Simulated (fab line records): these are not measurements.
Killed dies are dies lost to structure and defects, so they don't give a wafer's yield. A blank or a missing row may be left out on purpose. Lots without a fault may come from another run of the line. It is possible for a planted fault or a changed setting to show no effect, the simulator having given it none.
Matching of chambers / flow nandHarc / rieDiel-09 running NHARC_A_CONTACT_ETCH_92: 4 sister chambers
The step etches the open film in CH3F/O2, target depth 40 nm, time 85.7 s. 8 wafers are shown with their chamber, then 7 later ones without.

== WAFERS PAIRED WITH THEIR CHAMBERS ==
wafer=L317.4; chamber=2; drypumpMotorCurrentA (A)=6.1; showerheadPlenumPTorr (Torr)=2.54
wafer=L334.1; chamber=3; drypumpMotorCurrentA (A)=6.3; showerheadPlenumPTorr (Torr)=2.40
wafer=L334.3; chamber=1; drypumpMotorCurrentA (A)=6.0; showerheadPlenumPTorr (Torr)=2.37
wafer=L335.1; chamber=1; drypumpMotorCurrentA (A)=6.0; showerheadPlenumPTorr (Torr)=2.37
wafer=L335.4; chamber=0; drypumpMotorCurrentA (A)=5.5; showerheadPlenumPTorr (Torr)=2.53
wafer=L335.6; chamber=3; drypumpMotorCurrentA (A)=6.3; showerheadPlenumPTorr (Torr)=2.40
wafer=L336.2; chamber=2; drypumpMotorCurrentA (A)=6.1; showerheadPlenumPTorr (Torr)=2.53
wafer=L336.3; chamber=0; drypumpMotorCurrentA (A)=5.4; showerheadPlenumPTorr (Torr)=2.53

== WAFERS WITH NO CHAMBER GIVEN ==
wafer=L336.6; drypumpMotorCurrentA (A)=5.4; showerheadPlenumPTorr (Torr)=2.53
wafer=L340.1; drypumpMotorCurrentA (A)=5.4; showerheadPlenumPTorr (Torr)=2.53
wafer=L340.4; drypumpMotorCurrentA (A)=6.3; showerheadPlenumPTorr (Torr)=2.40
wafer=L340.6; drypumpMotorCurrentA (A)=6.0; showerheadPlenumPTorr (Torr)=2.37
wafer=L338.2; drypumpMotorCurrentA (A)=5.4; showerheadPlenumPTorr (Torr)=2.52
wafer=L338.3; drypumpMotorCurrentA (A)=6.3; showerheadPlenumPTorr (Torr)=2.40
wafer=L338.5; drypumpMotorCurrentA (A)=5.5; showerheadPlenumPTorr (Torr)=2.53

== THE CHAMBER EACH PASSED THROUGH ==
wafer=L336.6; from the rows above=0; in truth=0
wafer=L340.1; from the rows above=0; in truth=0
wafer=L340.4; from the rows above=3; in truth=3
wafer=L340.6; from the rows above=1; in truth=1
wafer=L338.2; from the rows above=0; in truth=0
wafer=L338.3; from the rows above=3; in truth=3
wafer=L338.5; from the rows above=0; in truth=0
Correct placement for 7 of the 7. Not placeable from these rows: 0. 0 placed wrongly.
How it was worked out, from the rows above alone: a wafer's distance from a chamber is the root of the sum, over the readings, of the square of ((its reading less the chamber's mean) divided by the reading's scatter). If the next closest chamber is less than 2 further off than the closest, the wafer can't be placed; otherwise it belongs to the closest. A chamber's mean is the mean of its shown wafers. The scatter: the root of (the sum of the squares of (reading less its chamber's mean) over the shown wafers, divided by (wafers less chambers)).
